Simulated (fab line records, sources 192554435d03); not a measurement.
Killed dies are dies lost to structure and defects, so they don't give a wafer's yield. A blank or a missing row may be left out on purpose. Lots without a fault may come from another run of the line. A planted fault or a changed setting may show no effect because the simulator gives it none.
A struck lot beside a sound one | flow n5_finfet | 15 steps out of a route of 1938
Sound: wafers L896.1, L896.4, L896.6. Struck: wafer L908.3. (L908.1 of the same lot was not struck and is left out.) The cause comes at the end.
At each step with rows: each side's tool, then ch and its chambers, then its first start. Under that, the readings that differ: sound wafers | struck wafers | difference of the means | sigmas: that difference in standard deviations of wafers without a fault.
alike: readings whose means differ by less than 2 such deviations, and words and numbers that are the same on both sides. not compared: withheld readings, readings that some wafer has no value for, bounds like >300 that may hide the same value, and numbers for which the record gives no deviation and whose values overlap.
The two part at a step that has a row with sigmas, a row that says differs or no value, or rows on one side only. Numbers that don't overlap but have no deviation are shown without sigmas and don't part them. A reading that every wafer of one side lacks parts them only if that side has two wafers or more.

N5_SD_ACTIVATION_LSA_01: time 0.0008 s.
  sound on laser_anneal-02 ch 0, day 3 18:42; struck on laser_anneal-01 ch 0, day 6 16:21
  alike: wafer_temp_C_max
N5_SD_ACTIVATION_RS_MEAS_03: measures by four-point-probe.
  sound on film_metro-02, day 3 18:54; struck on film_metro-02, day 6 16:34
  reading          | sound          | struck | difference | sigmas
  RS_SD_P (ohm/sq) | 57.3 57.0 57.8 | 54.6   | -2.8       | -3
  alike: RS_SD_N
N5_SD_ACTIVATION_INSPECT_02: inspects for defects (darkfield).
  sound on defect_inspect-02, day 3 19:13; struck on defect_inspect-01, day 6 16:53
  alike: raw_defect_count
N5_ILD0_LINER_00: material SiNx, target thk 4 nm, pulse time 1 s, purge time 2 s.
  sound on ald_sin-04 ch 0,3, day 3 19:41; struck on ald_sin-04 ch 2, day 6 17:02
  alike: heater_power_w, precursor_pulse_height_rel
  not compared: since_wet_clean_h
then, 2 steps without rows for these wafers: N5_ILD0_FCVD_FILL_01 (material SiO2 flowable, target thk 200 nm, time 328.3 s); N5_ILD0_CURE_02 (time 1800 s).
N5_ILD0_CMP_03: polishes, stops on SiNx, t overpolish 1.9 s, target thk 197.38 nm.
  sound on cmp-01 ch 0,1,2, day 3 22:03; struck on cmp-01 ch 3, day 6 19:30
  alike: motor_current_A, overpolish_run_s, time_to_endpoint_s
N5_ILD0_THK_MEAS_04:
  sound on film_metro-01, day 3 22:21; struck on film_metro-02, day 6 19:43
  alike: thk_nm
N5_ILD0_CMP_07: polishes SiO2 flowable, stops on poly-Si, t overpolish 1.18 s, target thk 138.88 nm.
  sound on cmp-03 ch 0,3, day 3 22:23; struck on cmp-03 ch 0, day 6 19:45
  alike: motor_current_A
N5_ILD0_THK_MEAS_08:
  sound on film_metro-02, day 3 22:40; struck on film_metro-02, day 6 20:02
  alike: thk_nm
then, 1 step without rows for these wafers: N5_ILD0_PRECLEAN_10 (cleans in NF3:NH3, afs cycles 5, time 20 s, sublimation time 60 s).
N5_ILD0_ALD_15: deposits SiNx, target thk 24 nm, pulse time 1 s, ald cycles 480.
  sound on ald_sin-03 ch 1,2,3, day 3 23:23; struck on ald_sin-01 ch 2, day 6 20:46
  reading                               | sound       | struck | difference | sigmas
  ald_cycles                            | 480 480 480 | 448    | -32        |
  model.SiNx_of_ILD0_ALD_15.thk_nm (nm) | 24 24 24    | 22.2   | -1.8       |
  alike: heater_power_w, precursor_pulse_height_rel
  not compared: since_wet_clean_h
N5_ILD0_CMP_12: polishes SiNx, stops on poly-Si, t overpolish 6 s, target thk 17.67 nm.
  sound on cmp-01 ch 1,2, day 4 01:35; struck on cmp-03 ch 3, day 6 23:00
  alike: motor_current_A
-- the record jumps here: 4 days lie between the struck wafers' starts before and after (it left off in module ILD0 and takes up again in module BEOL_M4, whose first step shown is number 1111 of the route) --
N5_BEOL_M4_RC_MEAS_101:
  sound on prober-02 ch 0, day 9 00:16; struck on prober-01 ch 0, day 11 06:53
  reading       | sound          | struck | difference | sigmas
  DIBL_N (mV/V) | 34.5 32.6 33.3 | 37.2   | +3.7       | +2
  SS_N (mV/dec) | 70.6 70.8 71.2 | 73.0   | +2.1       | +3
  alike: DIBL_P, IOFF_N, IOFF_P, ION_N, ION_P, SS_P, VT_N, VT_P
-- the record jumps here: 5 days lie between the struck wafers' starts before and after (it left off in module BEOL_M4 and takes up again in module PASSIVATION, whose first step shown is number 1936 of the route) --
N5_PASSIVATION_PROBE_49:
  the record has rows for the struck wafers here (prober-01, day 16 17:35) and none for the sound ones

WHERE THEY PART
First at N5_SD_ACTIVATION_RS_MEAS_03; last, within this record, at N5_PASSIVATION_PROBE_49.

WHY: what the simulator had put in
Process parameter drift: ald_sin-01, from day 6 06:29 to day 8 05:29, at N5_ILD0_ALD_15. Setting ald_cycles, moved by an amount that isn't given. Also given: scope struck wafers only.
